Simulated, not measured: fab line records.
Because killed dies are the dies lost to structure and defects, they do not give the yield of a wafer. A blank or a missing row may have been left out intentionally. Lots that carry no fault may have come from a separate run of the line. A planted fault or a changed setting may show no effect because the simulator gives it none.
What tool caused it? | flow n5 finfet | 26 wafers from 9 lots sampled at 6 of the route's 1938 steps

== WHAT EACH GAUGE READ, for each wafer ==
N5_MOL_CONTACT_COAG_THK_MEAS_53.
lot  | measured     | on            | VIA_MOL_THK (nm)
L553 | day 5 07:43  | film metro-02 | 43.8 43.9 45.3
L554 | day 5 09:11  | film metro-02 | 43.5 43.3 44.0
L562 | day 7 13:26  | film metro-01 | 43.9 43.9 44.1
L563 | day 8 03:25  | film metro-01 | 42.7 44.0 43.8
L568 | day 8 23:35  | film metro-01 | 44.8 42.9 44.6
L571 | day 9 20:29  | film metro-01 | 43.5 44.1 44.3
L572 | day 10 00:53 | film metro-02 | 44.4 43.7
L573 | day 10 13:32 | film metro-01 | 44.0 44.7 44.3
L574 | day 10 17:31 | film metro-01 | 43.2 43.6 44.5

N5_BEOL_M0_SAQP_CD_MEAS_14: the cd target is 42.5 nm.
lot  | measured     | on        | cd nm (nm)
L553 | day 6 10:31  | cd sem-03 | 42.4 42.4 42.2
L554 | day 6 10:40  | cd sem-01 | 42.6 42.7 42.0
L562 | day 7 20:21  | cd sem-02 | 38.5 38.5 39.0
L563 | day 8 08:05  | cd sem-03 | 39.7 39.9 39.4
L568 | day 9 04:32  | cd sem-01 | 41.9 42.6 42.7
L571 | day 10 04:02 | cd sem-02 | 42.0 42.0 41.8
L572 | day 10 07:33 | cd sem-02 | 43.0 43.1
L573 | day 10 17:56 | cd sem-03 | 41.8 41.4 41.9
L574 | day 10 22:30 | cd sem-02 | 41.8 42.2 41.9

N5_BEOL_M4_RC_MEAS_101.
lot  | measured     | on        | DIBL_N (mV/V)  | DIBL_P (mV/V)  | IOFF_N (nA/um) | IOFF_P (nA/um) | ION_N (uA/um) | ION_P (uA/um) | SS_N (mV/dec)  | SS_P (mV/dec)  | VT_N (mV)   | VT_P (mV)
L553 | day 8 23:01  | prober-02 | 35.5 38.1 38.1 | 34.9 37.4 38.4 | 0.14 0.18 0.19 | 0.22 0.26 0.28 | 681 683 691   | 465 468 471   | 71.0 71.8 71.3 | 73.4 73.6 73.9 | 248 248 245 | -249 -246 -247
L554 | day 8 21:14  | prober-01 | 33.9 32.7 35.4 | 33.3 31.5 35.5 | 0.14 0.12 0.15 | 0.19 0.17 0.21 | 673 665 683   | 461 459 467   | 71.0 70.9 70.4 | 73.1 72.2 72.8 | 248 252 249 | -250 -253 -249
L562 | day 10 14:33 | prober-01 | 35.2 36.2 35.6 | 36.6 37.4 35.9 | 0.13 0.15 0.14 | 0.20 0.22 0.18 | 650 667 665   | 455 455 458   | 71.3 71.1 71.6 | 74.1 72.5 73.0 | 254 251 254 | -251 -250 -254
L563 | day 11 11:17 | prober-02 | 36.8 38.4 36.1 | 38.0 40.1 37.2 | 0.16 0.21 0.16 | 0.26 0.29 0.24 | 673 687 685   | 465 475 473   | 72.1 72.0 70.6 | 73.9 74.0 72.9 | 251 247 247 | -247 -244 -249
L568 | day 11 19:26 | prober-01 | 33.6 35.7 35.5 | 34.0 35.9 35.8 | 0.16 0.18 0.18 | 0.19 0.20 0.21 | 687 697 695   | 461 464 463   | 71.4 71.6 71.7 | 73.0 73.0 73.6 | 249 247 246 | -254 -250 -250
L571 | day 12 16:13 | prober-02 | 39.7 36.6 36.5 | 41.2 37.7 37.4 | 0.23 0.15 0.15 | 0.28 0.22 0.20 | 703 672 681   | 477 469 469   | 72.0 71.9 71.9 | 73.9 73.8 72.5 | 244 249 249 | -247 -250 -250
L572 | day 12 20:01 | prober-02 | 36.7 34.3      | 39.3 35.5      | 0.20 0.14      | 0.22 0.16      | 691 679       | 467 456       | 71.7 71.2      | 73.9 72.3      | 244 250     | -252 -255
L573 | day 13 18:41 | prober-02 | 36.4 37.2 38.1 | 37.7 38.2 39.5 | 0.16 0.18 0.20 | 0.22 0.23 0.25 | 681 680 699   | 469 464 476   | 71.8 71.8 71.8 | 73.6 74.4 74.7 | 249 249 245 | -251 -252 -249
L574 | day 14 01:46 | prober-01 | 37.9 38.5 37.8 | 36.6 37.6 37.1 | 0.17 0.20 0.19 | 0.21 0.24 0.22 | 691 696 703   | 463 469 470   | 71.6 71.7 71.1 | 73.4 74.8 73.7 | 248 245 245 | -250 -247 -249

== EACH LOT AND THE TOOL THAT RAN IT (in order: tool; ch and the chambers of the sampled wafers; start) ==
lot  | N5_BEOL_M0_SAQP_ILD_DEP_01     | N5_BEOL_M0_SAQP_PEB_12            | N5_BEOL_M0_SAQP_HM_OPEN_112
L553 | pecvd-03 ch 0,1,2, day 6 07:26 | litho track-02 ch 0, day 6 10:26  | rie diel-02 ch 0,2,3, day 6 10:53
L554 | pecvd-04 ch 0,2, day 6 07:43   | litho track-01 ch 0, day 6 10:36  | rie diel-03 ch 1,3, day 6 11:10
L562 | pecvd-03 ch 0,1,2, day 7 16:52 | litho track-01 ch 0, day 7 20:17  | rie diel-02 ch 0,3, day 7 20:37
L563 | pecvd-04 ch 0,1,2, day 8 06:49 | litho track-01 ch 0, day 8 08:02  | rie diel-04 ch 0,1, day 8 08:52
L568 | pecvd-04 ch 0,1,2, day 9 03:01 | litho track-05 ch 0, day 9 04:28  | rie diel-03 ch 0,3, day 9 04:49
L571 | pecvd-03 ch 1,2, day 9 23:55   | litho track-02 ch 0, day 10 03:58 | rie diel-02 ch 0,2,3, day 10 04:19
L572 | pecvd-01 ch 0, day 10 04:19    | litho track-05 ch 0, day 10 07:29 | rie diel-03 ch 1,2, day 10 07:59
L573 | pecvd-03 ch 0,2, day 10 16:58  | litho track-02 ch 0, day 10 17:52 | rie diel-03 ch 1,2, day 10 18:35
L574 | pecvd-01 ch 1,2, day 10 20:55  | litho track-02 ch 0, day 10 22:26 | rie diel-02 ch 0,2, day 10 22:47
- N5_BEOL_M0_SAQP_ILD_DEP_01: deposits SiOC from DEMS/O2, target thk 45.419 nm, time 8.7 s.
- N5_BEOL_M0_SAQP_PEB_12: peb time 60 s.
- N5_BEOL_M0_SAQP_HM_OPEN_112: chemistry CHF3/O2, target SiO2, stops on a-Si, target depth 12 nm, time 13.5 s.

== WHAT THE TOOLS THEMSELVES READ (means of the sampled wafers that have a number; where no wafer has one, the mark that the record gives instead) ==
N5_BEOL_M0_SAQP_ILD_DEP_01.
lot  | tool     | chamber pressure Torr (Torr) | heater power w (W) | showerhead plenum p Torr (Torr) | throttle valve pct (%)
L553 | pecvd-03 | 5.015                        | 510                | 5.706                           | 12.0
L554 | pecvd-04 | 5.011                        | 501                | 5.701                           | 11.9
L562 | pecvd-03 | 4.998                        | 495                | 5.705                           | 11.9
L563 | pecvd-04 | 5.004                        | 514                | 5.698                           | 11.5
L568 | pecvd-04 | 4.994                        | 500                | 5.705                           | 11.6
L571 | pecvd-03 | 4.995                        | 477                | 5.704                           | 11.9
L572 | pecvd-01 | 5.011                        | 502                | 5.688                           | 11.4
L573 | pecvd-03 | 5.009                        | 439                | 5.691                           | 12.0
L574 | pecvd-01 | 4.987                        | 506                | 5.679                           | 12.4

N5_BEOL_M0_SAQP_PEB_12.
lot  | tool           | exhaust pa (Pa)
L553 | litho track-02 | 44.9
L554 | litho track-01 | 45.0
L562 | litho track-01 | 45.2
L563 | litho track-01 | 44.8
L568 | litho track-05 | 44.9
L571 | litho track-02 | 46.4
L572 | litho track-05 | 44.6
L573 | litho track-02 | 45.1
L574 | litho track-02 | 45.1

N5_BEOL_M0_SAQP_HM_OPEN_112.
lot  | tool        | CHF3_flow_sccm (sccm) | drypump motor current A (A) | oes_f_703_au (a.u.) | oes product au (a.u.) | rf vpp V (V) | showerhead plenum p Torr (Torr) | throttle valve pct (%)
L553 | rie diel-02 | 49.97                 | 5.4                         | 0.75                | 0.49                  | 528          | 2.35                            | 18.83
L554 | rie diel-03 | 50.03                 | 6.1                         | 0.81                | 0.51                  | 514          | 2.53                            | 18.99
L562 | rie diel-02 | 49.93                 | 5.3                         | 0.75                | 0.50                  | 531          | 2.34                            | 18.88
L563 | rie diel-04 | 49.91                 | 6.3                         | 0.80                | 0.51                  | 525          | 2.31                            | 18.88
L568 | rie diel-03 | 50.22                 | 6.0                         | 0.80                | 0.51                  | 515          | 2.49                            | 19.07
L571 | rie diel-02 | 50.01                 | 5.4                         | 0.73                | 0.48                  | 528          | 2.34                            | 18.87
L572 | rie diel-03 | 50.07                 | 5.8                         | 0.89                | 0.57                  | 512          | 2.45                            | 18.77
L573 | rie diel-03 | 50.12                 | 5.7                         | 0.86                | 0.56                  | 512          | 2.44                            | 18.77
L574 | rie diel-02 | 50.00                 | 5.5                         | 0.70                | 0.46                  | 525          | 2.33                            | 18.86

== THE ANSWER, worked out from the rows above alone ==
Rule: what is usual is taken from the lots themselves. Put in order of their means at a reading, lots are off if they are a third of the lots or fewer, leave a main group of 4 or more, and stand apart from it by a gap of 3 or more times the standard deviation of the main group's means; of several such gaps the widest counts. If all means in a main group match to the digits the tables above print for the reading, that group is not used. Also off: a lot with no number at a reading for which 4 or more lots have one. The other lots that the step has rows for count as sound. The gauges are gone through in route order, then the tools' own readings, and for those a lot's mean is taken as printed above. At the first step where some lot is off, the reading lying furthest off is the one used; lots without a number count as furthest.
Off, at N5_BEOL_M0_SAQP_CD_MEAS_14 on cd nm: L562, L563. The main group has a mean of 42.3 nm with a standard deviation of 0.41.
If a tool, at a process step before that reading, ran all the lots that are off and no sound lot after the first of them, it fits. Gauges at N5_BEOL_M0_SAQP_CD_MEAS_14: tried the same way as those tools. One fits: N5_BEOL_M0_SAQP_PEB_12 on litho track-01. A fault onset in the window from L554 (day 6 10:36, its last sound lot) to L562 (day 7 20:17, its first lot off) fits.

== WHAT THE SIMULATOR HAD PUT IN ==
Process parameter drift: litho track-01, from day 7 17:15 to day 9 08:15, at N5_BEOL_M0_SAQP_PEB_12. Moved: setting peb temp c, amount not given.
Lots struck among those shown: L562, L563. The rule above reached the same finding.
